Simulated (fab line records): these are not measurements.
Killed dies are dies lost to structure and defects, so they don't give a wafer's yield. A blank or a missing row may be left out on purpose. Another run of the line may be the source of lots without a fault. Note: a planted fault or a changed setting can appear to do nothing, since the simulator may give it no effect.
fab line records -- flow n5-finfet
[record] lots = 7, wafers = 21
route steps=1938 shown BEOL_M2@851 BEOL_M3@998
start-h: hours from the record's opening day to when the first of the lot's shown wafers began -- wait-h: hours from the lot's prior step to this one -- " identical to the entry in the row above -- L1.1+2: one row covering several wafers at once -- - no value present, or no start provided -- * or withheld: withheld -- < > ~ a bound
route shown NAME@n: a module of which the file shows steps, and the number in the route of the first -- usual: average and standard deviation across the fault-free wafers -- same: alike in all rows -- chamber/n: place in a boat -- sites: readings site by site -- _std_site: their standard deviation -- _edge_site: the outer-site mean with the inner-site mean subtracted -- radius-mm: how far each site lies from the wafer's centre -- mask NAME#n: copy n -- behind: tool/chamber where the wafer was last shaped -- hold: reason for holding the lot/hours on hold/outcome of the hold -- device: whichever transistor did not switch (one of n, p or np) -- end of line: at the end of the route, the tests of the same wafers -- for a step that has no rows: nothing shown but its recipe -- killed: dies lost to structure and defects at the first sort, not the wafer's yield -- map: the dies of a wafer, with x for killed, . for not killed, _ for no die there
set.NAME: the setting as run; set.NAME@STEP: as run at that earlier step -- model.NAME: the simulator's own value behind a step, which no gauge read
lots whose settings were changed on purpose; a table a step, a row a wafer
[[steps]]
[step N5_BEOL_M2_EXPOSE_08]
[recipe] mask-id = M2, na = 0.33, source-shape = dipole, sigma-inner = 0.369, sigma-outer = 0.767, polarization = unpolarized, dose-mj = 41.25
lot.wafer,tool,chamber,start-h,wait-h,mask,set.dose-mj
L079.1+4,euv-scanner-01,0,167.37,-,M2#0,40.07
L079.6,euv-scanner-01,0,167.37,-,M2#0,41.25
L084.2+3+4,euv-scanner-02,0,220.21,-,M2#0,41.25
L086.1+3+4,euv-scanner-02,0,234.60,-,M2#0,41.25
L088.2,euv-scanner-01,0,245.81,-,M2#0,38.19
L088.4+6,euv-scanner-01,0,245.81,-,M2#0,41.25
L096.3+5,euv-scanner-01,0,270.50,-,M2#0,39.87
L096.6,euv-scanner-01,0,270.50,-,M2#0,41.25
L095.1,euv-scanner-02,0,274.50,-,M2#0,41.25
L095.3+6,euv-scanner-02,0,274.50,-,M2#0,38.61
L097.2+5+6,euv-scanner-01,0,277.29,-,M2#0,41.25
[step N5_BEOL_M2_PEB_09]
[recipe] peb-temp-c = 100, peb-time-s = 60, resist = CAR-EUV
[step N5_BEOL_M2_DEVELOP_10]
[recipe] develop-time-s = 30, developer = TMAH, resist = CAR-EUV, rinse-liquid = surfactant-rinse, dry = air-spin, dev-temp-c = 23
[step N5_BEOL_M2_CD_MEAS_11]
[recipe] target-cd-nm = 16.79, landing-energy-ev = 500, detector = se-inlens, polarity = opening
[usual] cd-nm = 16.90/0.23
lot.wafer,tool,chamber,start-h,wait-h,set.dose-mj@BEOL_M2_EXPOSE_08,cd-nm
L079.1,cd-sem-02,0,167.50,-,40.07,16.19
L079.4,cd-sem-02,0,167.50,-,40.07,16.44
L079.6,cd-sem-02,0,167.50,-,41.25,16.85
L084.2,cd-sem-02,0,220.34,-,41.25,16.74
L084.3,cd-sem-02,0,220.34,-,41.25,16.76
L084.4,cd-sem-02,0,220.34,-,41.25,16.84
L086.1,cd-sem-01,0,234.73,-,41.25,16.38
L086.3,cd-sem-01,0,234.73,-,41.25,17.20
L086.4,cd-sem-01,0,234.73,-,41.25,16.85
L088.2,cd-sem-02,0,245.93,-,38.19,15.22
L088.4,cd-sem-02,0,245.93,-,41.25,16.68
L088.6,cd-sem-02,0,245.93,-,41.25,16.97
L096.3,cd-sem-03,0,270.62,-,39.87,16.33
L096.5,cd-sem-03,0,270.62,-,39.87,16.06
L096.6,cd-sem-03,0,270.62,-,41.25,16.76
L095.1,cd-sem-03,0,274.63,-,41.25,17.00
L095.3,cd-sem-03,0,274.63,-,38.61,15.40
L095.6,cd-sem-03,0,274.63,-,38.61,15.26
L097.2,cd-sem-02,0,277.42,-,41.25,17.17
L097.5,cd-sem-02,0,277.42,-,41.25,16.64
L097.6,cd-sem-02,0,277.42,-,41.25,17.19
[step N5_BEOL_M2_DESCUM_16]
[recipe] chemistry = O2, time-s = 7, source-power-w = 50, bias-power-w = 20, pressure-mtorr = 20, rf-frequency-hz = 2.712e+07, temp-c = 40, resist = CAR-EUV, o2-flow-sccm = 225
[step N5_BEOL_M2_ETCH_74]
[recipe] chemistry = N2/H2, target = underlayer, target-depth-a = 65, mask-material = CAR-EUV, time-s = 5.2, ion-energy-ev = 200, pressure-mtorr = 30, source-w = 840, bias-w = 150, n2-flow-sccm = 200, h2-flow-sccm = 200, ends = cleared
lot.wafer,tool,chamber,start-h,wait-h,set.dose-mj@BEOL_M2_EXPOSE_08,model.BEOL_M2.cd-offset-nm
L079.1,rie-diel-04,2,167.66,0.0,40.07,-0.4
L079.4,rie-diel-04,1,167.66,0.0,40.07,-0.6
L079.6,rie-diel-04,0,167.66,0.0,41.25,0
L084.2+3,rie-diel-04,"2,1",220.79,0.0,41.25,0
L084.4,rie-diel-04,3,220.79,0.0,41.25,-0.2
L086.1+3+4,rie-diel-01,"2,1,0",234.93,0.0,41.25,0.2
L088.2,rie-diel-01,2,246.09,0.0,38.19,-1.4
L088.4+6,rie-diel-01,"1,3",246.09,0.0,41.25,0.2
L096.3+5,rie-diel-04,"1,2",270.77,0.0,39.87,-0.6
L096.6,rie-diel-04,1,270.77,0.0,41.25,-0.2
L095.1,rie-diel-06,0,274.78,0.0,41.25,0.4
L095.3,rie-diel-06,2,274.78,0.0,38.61,-1
L095.6,rie-diel-06,3,274.78,0.0,38.61,-1.4
L097.2+5,rie-diel-01,"0,3",277.57,0.0,41.25,-0.2
L097.6,rie-diel-01,2,277.57,0.0,41.25,0
[step N5_BEOL_M2_ETCH_63]
[recipe] chemistry = CF4, target = SiARC, target-depth-a = 156, mask-material = CAR-EUV, time-s = 26, ion-energy-ev = 80, pressure-mtorr = 40, source-w = 545, bias-w = 36, Ar_flow_sccm = 100, cf4-flow-sccm = 100, ends = cleared
lot.wafer,tool,chamber,start-h,wait-h,set.dose-mj@BEOL_M2_EXPOSE_08,model.BEOL_M2.cd-offset-nm
L079.1+4,rie-diel-04,"2,1",167.68,0.0,40.07,-0.4
L079.6,rie-diel-04,0,167.68,0.0,41.25,0.2
L084.2,rie-diel-04,2,220.80,0.0,41.25,0
L084.3,rie-diel-04,1,220.80,0.0,41.25,0.2
L084.4,rie-diel-04,3,220.80,0.0,41.25,-0.2
L086.1+4,rie-diel-01,"2,0",234.94,0.0,41.25,0.2
L086.3,rie-diel-01,1,234.94,0.0,41.25,0.4
L088.2,rie-diel-01,2,246.11,0.0,38.19,-1.6
L088.4+6,rie-diel-01,"1,3",246.11,0.0,41.25,0.2
L096.3,rie-diel-04,1,270.79,0.0,39.87,-0.4
L096.5,rie-diel-04,2,270.79,0.0,39.87,-0.6
L096.6,rie-diel-04,1,270.79,0.0,41.25,-0.2
L095.1,rie-diel-06,0,274.80,0.0,41.25,0.4
L095.3,rie-diel-06,2,274.80,0.0,38.61,-1
L095.6,rie-diel-06,3,274.80,0.0,38.61,-1.4
L097.2+6,rie-diel-01,"0,2",277.59,0.0,41.25,-0.2
L097.5,rie-diel-01,3,277.59,0.0,41.25,0
[step N5_BEOL_M2_COAT_67]
[recipe] resist = SOC, temp-c = 250, time-s = 60, spin-rpm = 1500, resist-thk-nm = 60
lot.wafer,tool,chamber,start-h,wait-h,set.spin-rpm,model.SOC_of_BEOL_M2_COAT_67.thk-nm
L079.1,litho-track-01,0,168.31,0.0,1590,58.2
L079.4,litho-track-01,0,168.31,0.0,1500,59.8
L079.6,litho-track-01,0,168.31,0.0,1590,58.4
L084.2,litho-track-02,0,221.22,0.0,1420,61.4
L084.3,litho-track-02,0,221.22,0.0,1500,59.8
L084.4,litho-track-02,0,221.22,0.0,1500,59.6
L086.1+4,litho-track-04,0,235.42,0.0,1500,59.8
L086.3,litho-track-04,0,235.42,0.0,1338,63.4
L088.2+6,litho-track-02,0,246.53,0.0,1500,59.8
L088.4,litho-track-02,0,246.53,0.0,1406,61.6
L096.3+5,litho-track-04,0,271.30,0.0,1500,60.2
L096.6,litho-track-04,0,271.30,0.0,1364,62.8
L095.1,litho-track-01,0,275.34,0.0,1500,60.2
L095.3,litho-track-01,0,275.34,0.0,1418,61.8
L095.6,litho-track-01,0,275.34,0.0,1500,60
L097.2+6,litho-track-01,0,278.01,0.0,1500,60
L097.5,litho-track-01,0,278.01,0.0,1500,60.2
[step N5_BEOL_M2_COAT_22]
[recipe] resist = CAR-EUV, spin-rpm = 1500, resist-thk-nm = 30
lot.wafer,tool,chamber,start-h,wait-h,set.spin-rpm,model.CAR-EUV_of_BEOL_M2_COAT_22.thk-nm
L079.1,litho-track-01,0,-,-,1457,30.4
L079.4+6,litho-track-01,0,-,-,1500,30
L084.2+3,litho-track-02,0,-,-,1500,30.2
L084.4,litho-track-02,0,-,-,1500,30
L086.1+3,litho-track-04,0,-,-,1500,30
L086.4,litho-track-04,0,-,-,1369,31.4
L088.2+4,litho-track-02,0,-,-,1428,30.6
L088.6,litho-track-02,0,-,-,1500,29.8
L096.3,litho-track-04,0,-,-,1500,30
L096.5+6,litho-track-04,0,-,-,1500,29.8
L095.1,litho-track-01,0,-,-,1500,30
L095.3+6,litho-track-01,0,-,-,1500,30.2
L097.2+5+6,litho-track-01,0,-,-,1500,30
[step N5_BEOL_M2_EBR_24]
[recipe] solvent = PGMEA, ebr-width-mm = 1.5
[step N5_BEOL_M2_SOFTBAKE_23]
[recipe] temp-c = 110, time-s = 60, resist = CAR-EUV
[step N5_BEOL_M2_DESCUM_33]
[recipe] chemistry = O2, time-s = 7, source-power-w = 50, bias-power-w = 20, pressure-mtorr = 20, rf-frequency-hz = 2.712e+07, temp-c = 40, resist = CAR-EUV, o2-flow-sccm = 225
lot.wafer,tool,chamber,start-h,wait-h,set.spin-rpm@BEOL_M2_COAT_22,model.CAR-EUV_of_BEOL_M2_COAT_22.thk-nm
L079.1,rie-diel-04,0,168.91,0.2,1457,26.6
L079.4+6,rie-diel-04,"1,2",168.91,0.2,1500,26
L084.2+3+4,rie-diel-01,"1,3,0",221.75,0.0,1500,26.2
L086.1+3,rie-diel-04,"3,0",236.00,0.0,1500,26
L086.4,rie-diel-04,1,236.00,0.0,1369,27.4
L088.2,rie-diel-04,1,246.94,0.0,1428,26.6
L088.4,rie-diel-04,3,246.94,0.0,1428,26.8
L088.6,rie-diel-04,0,246.94,0.0,1500,25.8
L096.3+5,rie-diel-04,"1,0",271.84,0.0,1500,26
L096.6,rie-diel-04,1,271.84,0.0,1500,25.8
L095.1+3+6,rie-diel-01,"1,3,0",275.99,0.2,1500,26.2
L097.2+6,rie-diel-06,"2,1",278.41,0.0,1500,26
L097.5,rie-diel-06,0,278.41,0.0,1500,26.2
[step N5_BEOL_M2_ETCH_77]
[recipe] chemistry = N2/H2, target = underlayer, target-depth-a = 65, mask-material = CAR-EUV, time-s = 5.2, ion-energy-ev = 200, pressure-mtorr = 30, source-w = 840, bias-w = 150, n2-flow-sccm = 200, h2-flow-sccm = 200, ends = cleared
lot.wafer,tool,chamber,start-h,wait-h,set.spin-rpm@BEOL_M2_COAT_22,model.CAR-EUV_of_BEOL_M2_COAT_22.thk-nm
L079.1,rie-diel-04,0,168.94,0.0,1457,20.8
L079.4+6,rie-diel-04,"1,2",168.94,0.0,1500,20.4
L084.2+3+4,rie-diel-01,"1,3,0",221.79,0.0,1500,20.4
L086.1+3,rie-diel-04,"3,0",236.03,0.0,1500,20.4
L086.4,rie-diel-04,1,236.03,0.0,1369,21.6
L088.2,rie-diel-04,1,246.97,0.0,1428,20.8
L088.4,rie-diel-04,3,246.97,0.0,1428,21.2
L088.6,rie-diel-04,0,246.97,0.0,1500,20.2
L096.3+5+6,rie-diel-04,"1,0,1",271.87,0.0,1500,20.2
L095.1+3,rie-diel-01,"1,3",276.03,0.0,1500,20.4
L095.6,rie-diel-01,0,276.03,0.0,1500,20.6
L097.2,rie-diel-06,2,278.45,0.0,1500,20.2
L097.5,rie-diel-06,0,278.45,0.0,1500,20.6
L097.6,rie-diel-06,1,278.45,0.0,1500,20.4
[step N5_BEOL_M2_ETCH_69]
[recipe] chemistry = CF4, target = SiARC, target-depth-a = 156, mask-material = CAR-EUV, time-s = 26, ion-energy-ev = 80, pressure-mtorr = 40, source-w = 545, bias-w = 36, Ar_flow_sccm = 100, cf4-flow-sccm = 100, ends = cleared
lot.wafer,tool,chamber,start-h,wait-h,set.spin-rpm@BEOL_M2_COAT_22,model.CAR-EUV_of_BEOL_M2_COAT_22.thk-nm
L079.1,rie-diel-04,0,168.96,0.0,1457,11.6
L079.4+6,rie-diel-04,"1,2",168.96,0.0,1500,11.2
L084.2+3+4,rie-diel-01,"1,3,0",221.80,0.0,1500,11.2
L086.1+3,rie-diel-04,"3,0",236.05,0.0,1500,11.2
L086.4,rie-diel-04,1,236.05,0.0,1369,12.4
L088.2,rie-diel-04,1,246.99,0.0,1428,11.8
L088.4,rie-diel-04,3,246.99,0.0,1428,12
L088.6,rie-diel-04,0,246.99,0.0,1500,11
L096.3+5+6,rie-diel-04,"1,0,1",271.89,0.0,1500,11
L095.1+3+6,rie-diel-01,"1,3,0",276.05,0.0,1500,11.2
L097.2,rie-diel-06,2,278.46,0.0,1500,11
L097.5+6,rie-diel-06,"0,1",278.46,0.0,1500,11.2
[step N5_BEOL_M2_ALD_98]
[recipe] material = SiO2, target-thk-a = 25, temp-c = 100, ald-precursor-family = BDEAS, ald-co-reactant = O2-plasma, pulse-time-s = 1, co-reactant-pulse-time-s = 1, purge-time-s = 2, co-reactant-purge-time-s = 2, ald-cycles = 17, pressure-torr = 2
[step N5_BEOL_M2_ETCHBACK_99]
[recipe] chemistry = CHF3, target = SiO2, target-depth-a = 50, time-s = 10.4, source-w = 215, bias-w = 47, Ar_flow_sccm = 200, CHF3_flow_sccm = 12, ion-energy-ev = 100, pressure-mtorr = 30
[step N5_BEOL_M2_ETCH_70]
[recipe] chemistry = N2/H2, target = SOC, target-depth-a = 800, overetch-a = 240, mask-material = SiARC, temp-c = 40, time-s = 130, ion-energy-ev = 200, pressure-mtorr = 30, source-w = 840, bias-w = 150, n2-flow-sccm = 200, h2-flow-sccm = 200
lot.wafer,tool,chamber,start-h,wait-h,set.spin-rpm@BEOL_M2_COAT_67,model.etch.depth-nm
L079.1,rie-diel-04,0,177.15,0.0,1590,58.15
L079.4,rie-diel-04,2,177.15,0.0,1500,59.77
L079.6,rie-diel-04,3,177.15,0.0,1590,58.39
L084.2,rie-diel-01,1,232.92,0.0,1420,61.35
L084.3,rie-diel-01,2,232.92,0.0,1500,59.78
L084.4,rie-diel-01,3,232.92,0.0,1500,59.62
L086.1+4,rie-diel-04,"3,2",239.62,0.0,1500,59.85
L086.3,rie-diel-04,0,239.62,0.0,1338,63.37
L088.2,rie-diel-01,2,248.37,0.0,1500,59.83
L088.4,rie-diel-01,1,248.37,0.0,1406,61.68
L088.6,rie-diel-01,2,248.37,0.0,1500,59.89
L096.3,rie-diel-04,0,276.40,0.0,1500,60.19
L096.5,rie-diel-04,1,276.40,0.0,1500,60.2
L096.6,rie-diel-04,2,276.40,0.0,1364,62.82
L095.1,rie-diel-01,1,278.76,0.0,1500,60.11
L095.3,rie-diel-01,3,278.76,0.0,1418,61.75
L095.6,rie-diel-01,2,278.76,0.0,1500,60.03
L097.2,rie-diel-04,2,282.38,0.0,1500,60.01
L097.5,rie-diel-04,0,282.38,0.0,1500,60.18
L097.6,rie-diel-04,3,282.38,0.0,1500,60.1
[step N5_BEOL_M2_STRIP_71]
[recipe] chemistry = N2/H2, temp-c = 40, n2-flow-sccm = 200, h2-flow-sccm = 200, rf-frequency-hz = 6e+07
[step N5_BEOL_M2_STRIP_78]
[recipe] chemistry = N2/H2, temp-c = 40, n2-flow-sccm = 200, h2-flow-sccm = 200, rf-frequency-hz = 6e+07
[step N5_BEOL_M2_VIA_ETCH_34]
[recipe] chemistry = C4F6/O2, target-depth-a = 694, mask-material = SOC, pressure-mtorr = 15, ion-energy-ev = 250, taper-deg = 4, time-s = 65.9, source-w = 350, bias-w = 170, Ar_flow_sccm = 300, C4F6_flow_sccm = 10, O2_flow_sccm = 10
lot.wafer,tool,chamber,start-h,wait-h,set.spin-rpm@BEOL_M2_COAT_67,model.SOC_of_BEOL_M2_COAT_67.thk-nm
L079.1+6,rie-diel-04,"0,3",177.26,0.0,1590,49.8
L079.4,rie-diel-04,2,177.26,0.0,1500,51.6
L084.2,rie-diel-01,1,233.03,0.0,1420,53.4
L084.3,rie-diel-01,2,233.03,0.0,1500,51.8
L084.4,rie-diel-01,3,233.03,0.0,1500,51.4
L086.1,rie-diel-04,3,239.73,0.0,1500,51.4
L086.3,rie-diel-04,0,239.73,0.0,1338,55
L086.4,rie-diel-04,2,239.73,0.0,1500,51.8
L088.2,rie-diel-01,2,248.47,0.0,1500,51.6
L088.4,rie-diel-01,1,248.47,0.0,1406,53.8
L088.6,rie-diel-01,2,248.47,0.0,1500,51.8
L096.3,rie-diel-04,0,276.51,0.0,1500,51.8
L096.5,rie-diel-04,1,276.51,0.0,1500,52.2
L096.6,rie-diel-04,2,276.51,0.0,1364,54.8
L095.1+6,rie-diel-01,"1,2",278.86,0.0,1500,52.2
L095.3,rie-diel-01,3,278.86,0.0,1418,53.6
L097.2,rie-diel-04,2,282.48,0.0,1500,52
L097.5,rie-diel-04,0,282.48,0.0,1500,51.8
L097.6,rie-diel-04,3,282.48,0.0,1500,51.6
[step N5_BEOL_M2_STRIP_83]
[recipe] chemistry = C4F6/O2, resist = SiARC, rf-frequency-hz = 6e+07
[step N5_BEOL_M2_STRIP_36]
[recipe] chemistry = N2/H2, power-w = 450, temp-c = 40, pressure-mtorr = 20, rf-frequency-hz = 6e+07, overash-fraction = 0.3, bias-power-w = 7, h2-frac = 0.5, n2-flow-sccm = 200, h2-flow-sccm = 200
[step N5_BEOL_M2_PRECLEAN_42]
[recipe] chemistry = residue-remover, time-s = 60, temp-c = 40
[step N5_BEOL_M2_SRD_43]
[recipe] time-s = 30, temp-c = 23, rinse-liquid = diw, dry = ipa-marangoni
[step N5_BEOL_M2_CD_MEAS_35]
[recipe] target-cd-nm = 18, target-cd-y-nm = 22.2, polarity = opening
[usual] cd-nm = 18.1/0.33
lot.wafer,tool,chamber,start-h,wait-h,set.dose-mj@BEOL_M2_EXPOSE_08,cd-nm
L079.1,cd-sem-02,-,177.66,0.0,40.07,17.7
L079.4,cd-sem-02,-,177.66,0.0,40.07,17.4
L079.6,cd-sem-02,-,177.66,0.0,41.25,18.1
L084.2,cd-sem-03,-,233.44,0.0,41.25,18.4
L084.3,cd-sem-03,-,233.44,0.0,41.25,18.4
L084.4,cd-sem-03,-,233.44,0.0,41.25,18.0
L086.1,cd-sem-03,-,240.14,0.0,41.25,18.1
L086.3,cd-sem-03,-,240.14,0.0,41.25,18.3
L086.4,cd-sem-03,-,240.14,0.0,41.25,18.3
L088.2,cd-sem-01,-,248.89,0.0,38.19,16.6
L088.4,cd-sem-01,-,248.89,0.0,41.25,18.1
L088.6,cd-sem-01,-,248.89,0.0,41.25,18.7
L096.3,cd-sem-01,-,276.91,0.0,39.87,17.0
L096.5,cd-sem-01,-,276.91,0.0,39.87,17.0
L096.6,cd-sem-01,-,276.91,0.0,41.25,18.0
L095.1,cd-sem-02,-,279.27,0.0,41.25,17.4
L095.3,cd-sem-02,-,279.27,0.0,38.61,16.9
L095.6,cd-sem-02,-,279.27,0.0,38.61,16.6
L097.2,cd-sem-02,-,282.91,0.0,41.25,18.2
L097.5,cd-sem-02,-,282.91,0.0,41.25,17.9
L097.6,cd-sem-02,-,282.91,0.0,41.25,18.0
[step N5_BEOL_M3_SPUTTER_81]
[recipe] material = Cu, target-thk-a = 45, temp-c = -20, chamber-pressure-pa = 0.07, power-w = withheld, time-s = 8.29
lot.wafer,tool,chamber,start-h,wait-h,set.time-s,model.Cu_of_BEOL_M3_SPUTTER_81.thk-nm
L079.1,pvd-sputter-01,-,189.48,0.1,8.29,4.2
L079.4,pvd-sputter-01,-,189.48,0.1,8.29,4.4
L079.6,pvd-sputter-01,-,189.48,0.1,7.691,-
L084.2+4,pvd-sputter-02,-,271.40,0.1,8.29,4.6
L084.3,pvd-sputter-02,-,271.40,0.1,8.857,4.8
L086.1,pvd-sputter-03,-,277.72,0.1,9.398,-
L086.3,pvd-sputter-03,-,277.72,0.1,9.398,5
L086.4,pvd-sputter-03,-,277.72,0.1,8.29,4.4
L088.2,pvd-sputter-01,-,281.07,0.1,7.821,-
L088.4,pvd-sputter-01,-,281.07,0.1,7.821,4.4
L088.6,pvd-sputter-01,-,281.07,0.1,8.29,4.6
L095.1,pvd-sputter-02,-,297.72,0.1,8.29,4.4
L095.3,pvd-sputter-02,-,297.72,0.1,9.204,5
L095.6,pvd-sputter-02,-,297.72,0.1,8.29,4.6
L096.3+5+6,pvd-sputter-01,-,301.35,0.1,8.29,4.4
L097.2+5+6,pvd-sputter-02,-,328.40,0.1,8.29,4.6
[[key]]
[split] step = N5_BEOL_M2_EXPOSE_08, setting = dose-mj, stated = 41.25, by = wafer
[response] step = N5_BEOL_M2_CD_MEAS_11, reading = cd-nm, change = +0.225, per = 1%, r = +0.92
[response] step = N5_BEOL_M2_ETCH_74, reading = model.BEOL_M2.cd-offset-nm, change = +0.216, per = 1%, r = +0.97
[response] step = N5_BEOL_M2_ETCH_63, reading = model.BEOL_M2.cd-offset-nm, change = +0.228, per = 1%, r = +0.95
[response] step = N5_BEOL_M2_CD_MEAS_35, reading = cd-nm, change = +0.193, per = 1%, r = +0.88
[split] step = N5_BEOL_M2_COAT_67, setting = spin-rpm, stated = 1500, by = wafer
[response] step = N5_BEOL_M2_COAT_67, reading = model.SOC_of_BEOL_M2_COAT_67.thk-nm, change = -0.304, per = 1%, r = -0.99
[response] step = N5_BEOL_M2_ETCH_70, reading = model.etch.depth-nm, change = -0.302, per = 1%, r = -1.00
[response] step = N5_BEOL_M2_VIA_ETCH_34, reading = model.SOC_of_BEOL_M2_COAT_67.thk-nm, change = -0.311, per = 1%, r = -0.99
[split] step = N5_BEOL_M2_COAT_22, setting = spin-rpm, stated = 1500, by = wafer
[response] step = N5_BEOL_M2_COAT_22, reading = model.CAR-EUV_of_BEOL_M2_COAT_22.thk-nm, change = -0.16, per = 1%, r = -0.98
[response] step = N5_BEOL_M2_DESCUM_33, reading = model.CAR-EUV_of_BEOL_M2_COAT_22.thk-nm, change = -0.17, per = 1%, r = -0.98
[response] step = N5_BEOL_M2_ETCH_77, reading = model.CAR-EUV_of_BEOL_M2_COAT_22.thk-nm, change = -0.144, per = 1%, r = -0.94
[response] step = N5_BEOL_M2_ETCH_69, reading = model.CAR-EUV_of_BEOL_M2_COAT_22.thk-nm, change = -0.148, per = 1%, r = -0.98
[split] step = N5_BEOL_M3_SPUTTER_81, setting = time-s, stated = 8.29, by = wafer
[response] step = N5_BEOL_M3_SPUTTER_81, reading = model.Cu_of_BEOL_M3_SPUTTER_81.thk-nm, change = +0.0421, per = 1%, r = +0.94
